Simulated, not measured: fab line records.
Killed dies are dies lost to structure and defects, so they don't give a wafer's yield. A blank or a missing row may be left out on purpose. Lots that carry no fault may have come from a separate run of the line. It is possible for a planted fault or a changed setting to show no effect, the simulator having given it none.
Chamber matching / flow n5-finfet / N5_BEOL_M9_PECVD_70 on pecvd-01 has 3 sister chambers
The step deposits SiO2 from TEOS/O2, target thk 20 nm, time 22.7 s. 6 wafers are shown with their chamber, then 9 later ones without.

== WAFERS PAIRED WITH THEIR CHAMBERS ==
wafer=L080.3; chamber=2; throttle-valve-pct (%)=21.1; showerhead-plenum-p-Torr (Torr)=8.88
wafer=L080.6; chamber=0; throttle-valve-pct (%)=23.2; showerhead-plenum-p-Torr (Torr)=8.68
wafer=L083.6; chamber=2; throttle-valve-pct (%)=21.3; showerhead-plenum-p-Torr (Torr)=8.86
wafer=L088.1; chamber=0; throttle-valve-pct (%)=23.0; showerhead-plenum-p-Torr (Torr)=8.69
wafer=L088.3; chamber=1; throttle-valve-pct (%)=22.4; showerhead-plenum-p-Torr (Torr)=8.85
wafer=L088.5; chamber=1; throttle-valve-pct (%)=22.3; showerhead-plenum-p-Torr (Torr)=8.84

== WAFERS WITHOUT THEIR CHAMBER ==
wafer=L092.1; throttle-valve-pct (%)=23.1; showerhead-plenum-p-Torr (Torr)=8.66
wafer=L092.3; throttle-valve-pct (%)=21.2; showerhead-plenum-p-Torr (Torr)=8.84
wafer=L092.4; throttle-valve-pct (%)=21.1; showerhead-plenum-p-Torr (Torr)=8.86
wafer=L095.3; throttle-valve-pct (%)=21.2; showerhead-plenum-p-Torr (Torr)=8.88
wafer=L095.4; throttle-valve-pct (%)=21.2; showerhead-plenum-p-Torr (Torr)=8.86
wafer=L095.6; throttle-valve-pct (%)=22.2; showerhead-plenum-p-Torr (Torr)=8.84
wafer=L096.1; throttle-valve-pct (%)=21.4; showerhead-plenum-p-Torr (Torr)=8.84
wafer=L096.5; throttle-valve-pct (%)=21.5; showerhead-plenum-p-Torr (Torr)=8.87
wafer=L096.6; throttle-valve-pct (%)=22.0; showerhead-plenum-p-Torr (Torr)=8.82

== WHICH CHAMBER EACH WENT THROUGH ==
wafer=L092.1; from the rows above=0; in truth=0
wafer=L092.3; from the rows above=2; in truth=2
wafer=L092.4; from the rows above=2; in truth=2
wafer=L095.3; from the rows above=2; in truth=2
wafer=L095.4; from the rows above=2; in truth=2
wafer=L095.6; from the rows above=1; in truth=1
wafer=L096.1; from the rows above=2; in truth=2
wafer=L096.5; from the rows above=2; in truth=2
wafer=L096.6; from the rows above=1; in truth=1
Placed correctly: 9 of 9. Can't be placed from these rows: 0. Placed wrongly: 0.
How it was worked out, from the rows above alone: a wafer's distance from a chamber is the root of the sum, over the readings, of the square of ((its reading less the chamber's mean) divided by the reading's scatter). If the next closest chamber is less than 2 further off than the closest, the wafer can't be placed; otherwise it belongs to the closest. Each chamber's mean is taken over the wafers shown for it. The scatter: the root of (the sum of the squares of (reading less its chamber's mean) over the shown wafers, divided by (wafers less chambers)).
